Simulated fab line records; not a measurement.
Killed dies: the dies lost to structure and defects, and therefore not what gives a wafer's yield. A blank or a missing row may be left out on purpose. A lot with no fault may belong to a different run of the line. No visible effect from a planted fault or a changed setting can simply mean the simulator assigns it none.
Which tool is to blame? | flow nand harc | 15 lots with 45 wafers sampled at 4 steps, on a route of 1159 steps

WHAT THE GAUGES SHOWED, per wafer
NHARC_P_M2_THK_MEAS_24: measures by xrf. Usual: thk nm reads 144.4 nm (standard deviation 1.4).
lot  | measured     | on            | thk nm (nm)       | flag
L451 | day 6 07:04  | film metro-02 | 145.1 145.1 145.1 |
L453 | day 6 20:36  | film metro-02 | 143.6 146.8 144.1 |
L454 | day 7 00:01  | film metro-02 | 144.2 142.8 145.1 |
L455 | day 7 10:52  | film metro-02 | 142.8 144.8 144.0 |
L456 | day 7 11:17  | film metro-01 | 144.6 142.9 143.1 |
L457 | day 7 20:50  | film metro-02 | 143.9 142.4 143.3 |
L459 | day 8 13:47  | film metro-01 | 144.5 146.3 145.2 |
L461 | day 8 22:08  | film metro-02 | 147.0 145.2 144.8 |
L462 | day 9 12:12  | film metro-01 | 403.7 408.8 396.0 | OFF
L463 | day 9 13:30  | film metro-01 | 397.5 397.5 404.5 | OFF
L464 | day 9 18:25  | film metro-01 | 401.8 402.0 402.7 | OFF
L467 | day 10 11:58 | film metro-02 | 147.4 143.9 146.1 |
L472 | day 11 11:31 | film metro-02 | 145.5 144.9 144.6 |
L473 | day 11 12:51 | film metro-02 | 145.0 146.0 145.2 |
L474 | day 12 01:26 | film metro-01 | 145.5 144.7 145.2 |

WHICH TOOL RAN EACH LOT (tool, then ch and the chambers of the sampled wafers, then the start)
lot  | NHARC_P_M2_PRE_CLEAN_30                 | NHARC_P_M2_PVD_21                       | NHARC_P_M2_CMP_23
L451 | pvd sputter-01, day 6 06:46 or earlier  | pvd sputter-01, day 6 06:46 or earlier  | cmp-02 ch 0,1, day 6 06:46
L453 | pvd sputter-02, day 6 20:17 or earlier  | pvd sputter-02, day 6 20:17 or earlier  | cmp-02 ch 0,3, day 6 20:17
L454 | pvd sputter-02, day 6 23:45 or earlier  | pvd sputter-02, day 6 23:45 or earlier  | cmp-02 ch 1,2,3, day 6 23:45
L455 | pvd sputter-02, day 7 10:36 or earlier  | pvd sputter-02, day 7 10:36 or earlier  | cmp-02 ch 0,1,2, day 7 10:36
L456 | pvd sputter-03, day 7 10:58 or earlier  | pvd sputter-03, day 7 10:58 or earlier  | cmp-02 ch 0,3, day 7 10:58
L457 | pvd sputter-02, day 7 20:37 or earlier  | pvd sputter-02, day 7 20:37 or earlier  | cmp-02 ch 1,2,3, day 7 20:37
L459 | pvd sputter-01, day 8 13:32 or earlier  | pvd sputter-01, day 8 13:32 or earlier  | cmp-04 ch 0,1,2, day 8 13:32
L461 | pvd sputter-03, day 8 21:52 or earlier  | pvd sputter-03, day 8 21:52 or earlier  | cmp-04 ch 0,1,3, day 8 21:52
L462 | pvd sputter-03, day 9 11:56 or earlier  | pvd sputter-03, day 9 11:56 or earlier  | cmp-01 ch 0,2,3, day 9 11:56
L463 | pvd sputter-02, day 9 13:11 or earlier  | pvd sputter-02, day 9 13:11 or earlier  | cmp-01 ch 0,1,3, day 9 13:11
L464 | pvd sputter-01, day 9 18:06 or earlier  | pvd sputter-01, day 9 18:06 or earlier  | cmp-02 ch 0,1, day 9 18:06
L467 | pvd sputter-02, day 10 11:41 or earlier | pvd sputter-02, day 10 11:41 or earlier | cmp-02 ch 0,1,3, day 10 11:41
L472 | pvd sputter-01, day 11 11:13 or earlier | pvd sputter-01, day 11 11:13 or earlier | cmp-02 ch 0,1,2, day 11 11:13
L473 | pvd sputter-02, day 11 12:35 or earlier | pvd sputter-02, day 11 12:35 or earlier | cmp-04 ch 0,2,3, day 11 12:35
L474 | pvd sputter-03, day 12 01:07 or earlier | pvd sputter-03, day 12 01:07 or earlier | cmp-02 ch 1,2,3, day 12 01:07
- NHARC_P_M2_PRE_CLEAN_30: time 30 s.
- NHARC_P_M2_PVD_21: deposits Cu, target thk 30 nm, time 20.49 s.
- NHARC_P_M2_CMP_23: polishes, t overpolish 20 s, target thk 144.3 nm.

WHAT THE TOOLS THEMSELVES READ (means of the sampled wafers that have a number; where no wafer has one, the mark that the record gives instead)
NHARC_P_M2_PRE_CLEAN_30. Usual: heater power w reads 413 W (standard deviation 58).
lot  | tool           | heater power w (W) | flag
L451 | pvd sputter-01 | 469                |
L453 | pvd sputter-02 | 412                |
L454 | pvd sputter-02 | 385                |
L455 | pvd sputter-02 | 390                |
L456 | pvd sputter-03 | 403                |
L457 | pvd sputter-02 | 381                |
L459 | pvd sputter-01 | 411                |
L461 | pvd sputter-03 | 375                |
L462 | pvd sputter-03 | 417                |
L463 | pvd sputter-02 | 399                |
L464 | pvd sputter-01 | 414                |
L467 | pvd sputter-02 | 414                |
L472 | pvd sputter-01 | 466                |
L473 | pvd sputter-02 | 353                |
L474 | pvd sputter-03 | 429                |

NHARC_P_M2_PVD_21. Usual: substrate temp c 30.01 C, standard deviation 0.11; throttle valve pct 30.1 %, standard deviation 0.96.
lot  | tool           | substrate temp c (C) | throttle valve pct (%) | flag
L451 | pvd sputter-01 | 30.08                | 30.4                   |
L453 | pvd sputter-02 | 29.93                | 29.5                   |
L454 | pvd sputter-02 | 29.92                | 28.9                   |
L455 | pvd sputter-02 | 29.92                | 29.5                   |
L456 | pvd sputter-03 | 30.00                | 30.5                   |
L457 | pvd sputter-02 | 30.04                | 29.7                   |
L459 | pvd sputter-01 | 30.15                | 30.1                   |
L461 | pvd sputter-03 | 29.96                | 31.1                   |
L462 | pvd sputter-03 | 30.12                | 31.7                   |
L463 | pvd sputter-02 | 29.93                | 29.4                   |
L464 | pvd sputter-01 | 30.12                | 30.1                   |
L467 | pvd sputter-02 | 29.88                | 30.1                   |
L472 | pvd sputter-01 | 30.12                | 30.2                   |
L473 | pvd sputter-02 | 30.01                | 29.7                   |
L474 | pvd sputter-03 | 30.02                | 30.8                   |

NHARC_P_M2_CMP_23. Usual: edge zone pressure frac 1.000, standard deviation 0.0048; motor current A 11.3 A, standard deviation 1.3; time to endpoint s 29.1 s, standard deviation 2.8.
lot  | tool   | edge zone pressure frac | motor current A (A) | time to endpoint s (s) | flag
L451 | cmp-02 | 1.001                   | 10.2                | 31.8                   |
L453 | cmp-02 | 0.995                   | 11.3                | 28.1                   |
L454 | cmp-02 | 0.998                   | 10.6                | 28.6                   |
L455 | cmp-02 | 0.998                   | 10.0                | 25.6                   |
L456 | cmp-02 | 1.000                   | 11.9                | 24.1                   |
L457 | cmp-02 | 0.997                   | 10.7                | 27.3                   |
L459 | cmp-04 | 1.000                   | 11.3                | 28.2                   |
L461 | cmp-04 | 0.998                   | 12.1                | 30.3                   |
L462 | cmp-01 | -                       | -                   | -                      | OFF
L463 | cmp-01 | -                       | -                   | -                      | OFF
L464 | cmp-02 | -                       | -                   | -                      | OFF
L467 | cmp-02 | 0.997                   | 10.8                | 32.8                   |
L472 | cmp-02 | 1.000                   | 10.2                | 30.4                   |
L473 | cmp-04 | 1.002                   | 11.3                | 33.0                   |
L474 | cmp-02 | 0.998                   | 11.2                | 28.1                   |

THE ANSWER, worked out from the rows above alone
Rule: a lot counts as off when the mean over its wafers that have a number is more than 3 standard deviations away from the usual mean. Also off: a lot with no number at a reading for which 4 or more lots have one. Any other lot the step has rows for is counted as sound. First the gauges in route order, then the tools' own readings, where a lot's mean is used as printed above. At the first step where some lot is off, the reading lying furthest off is the one used; lots without a number count as furthest.
Off: L462, L463, L464, at NHARC_P_M2_THK_MEAS_24 (thk nm).
If a tool, at a process step before that reading, ran all the lots that are off and no sound lot after the first of them, it fits. Not tried: the gauges at NHARC_P_M2_THK_MEAS_24; whatever is off there is also off at NHARC_P_M2_CMP_23, on other tools, and gauge error can't account for it. Because NHARC_P_M2_PRE_CLEAN_30 lacks a start for some lots, the hours and order of its lots are taken from NHARC_P_M2_CMP_23. Because NHARC_P_M2_PVD_21 lacks a start for some lots, the hours and order of its lots are taken from NHARC_P_M2_CMP_23. Not one of the candidates tried fits.

WHAT HAD BEEN PUT IN BY THE SIMULATOR
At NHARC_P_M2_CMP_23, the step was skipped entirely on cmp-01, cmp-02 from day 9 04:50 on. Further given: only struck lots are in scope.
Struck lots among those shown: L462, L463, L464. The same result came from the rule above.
